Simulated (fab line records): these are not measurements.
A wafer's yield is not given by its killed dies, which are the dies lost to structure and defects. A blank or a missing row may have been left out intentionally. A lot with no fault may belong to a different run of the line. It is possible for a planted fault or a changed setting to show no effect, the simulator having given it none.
Matching of chambers || flow n5-finfet || rie-diel-05 running N5_BEOL_M5_ETCH_72: 4 sister chambers
The step etches underlayer in N2/H2, target depth 6.5 nm, time 5.2 s. 8 wafers are shown with their chamber, then 7 later ones without.

== WAFERS PAIRED WITH THEIR CHAMBERS ==
{"wafer": "L079.1", "chamber": 3, "showerhead-plenum-p-Torr (Torr)": 2.63, "throttle-valve-pct (%)": 17.98}
{"wafer": "L079.4", "chamber": 2, "showerhead-plenum-p-Torr (Torr)": 2.58, "throttle-valve-pct (%)": 17.48}
{"wafer": "L081.3", "chamber": 3, "showerhead-plenum-p-Torr (Torr)": 2.63, "throttle-valve-pct (%)": 17.98}
{"wafer": "L081.6", "chamber": 1, "showerhead-plenum-p-Torr (Torr)": 2.56, "throttle-valve-pct (%)": 17.45}
{"wafer": "L082.5", "chamber": 0, "showerhead-plenum-p-Torr (Torr)": 2.47, "throttle-valve-pct (%)": 18.09}
{"wafer": "L082.6", "chamber": 2, "showerhead-plenum-p-Torr (Torr)": 2.58, "throttle-valve-pct (%)": 17.50}
{"wafer": "L089.1", "chamber": 1, "showerhead-plenum-p-Torr (Torr)": 2.55, "throttle-valve-pct (%)": 17.49}
{"wafer": "L089.3", "chamber": 0, "showerhead-plenum-p-Torr (Torr)": 2.46, "throttle-valve-pct (%)": 18.16}

== WAFERS MISSING THEIR CHAMBER ==
{"wafer": "L089.5", "showerhead-plenum-p-Torr (Torr)": 2.57, "throttle-valve-pct (%)": 17.55}
{"wafer": "L090.4", "showerhead-plenum-p-Torr (Torr)": 2.57, "throttle-valve-pct (%)": 17.54}
{"wafer": "L090.5", "showerhead-plenum-p-Torr (Torr)": 2.46, "throttle-valve-pct (%)": 18.12}
{"wafer": "L090.6", "showerhead-plenum-p-Torr (Torr)": 2.55, "throttle-valve-pct (%)": 17.50}
{"wafer": "L092.1", "showerhead-plenum-p-Torr (Torr)": 2.62, "throttle-valve-pct (%)": 18.00}
{"wafer": "L092.2", "showerhead-plenum-p-Torr (Torr)": 2.55, "throttle-valve-pct (%)": 17.48}
{"wafer": "L092.3", "showerhead-plenum-p-Torr (Torr)": 2.57, "throttle-valve-pct (%)": 17.54}

== THE CHAMBER EACH PASSED THROUGH ==
{"wafer": "L089.5", "from the rows above": "can't be placed: 2 or 1", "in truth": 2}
{"wafer": "L090.4", "from the rows above": "can't be placed: 2 or 1", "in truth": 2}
{"wafer": "L090.5", "from the rows above": 0, "in truth": 0}
{"wafer": "L090.6", "from the rows above": 1, "in truth": 1}
{"wafer": "L092.1", "from the rows above": 3, "in truth": 3}
{"wafer": "L092.2", "from the rows above": 1, "in truth": 1}
{"wafer": "L092.3", "from the rows above": "can't be placed: 2 or 1", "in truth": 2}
Correct placement for 4 of the 7. These rows do not allow placing 3 (true chamber among the candidates in 3). Wrongly placed: 0.
How it was worked out, from the rows above alone: a wafer's distance from a chamber is the root of the sum, over the readings, of the square of ((its reading less the chamber's mean) divided by the reading's scatter). If the next closest chamber is less than 2 further off than the closest, the wafer can't be placed; otherwise it belongs to the closest. A chamber's mean is the mean of its shown wafers. The scatter: take each reading less its chamber's mean, square it, sum over the shown wafers, divide by the number of wafers less the number of chambers, and take the root.
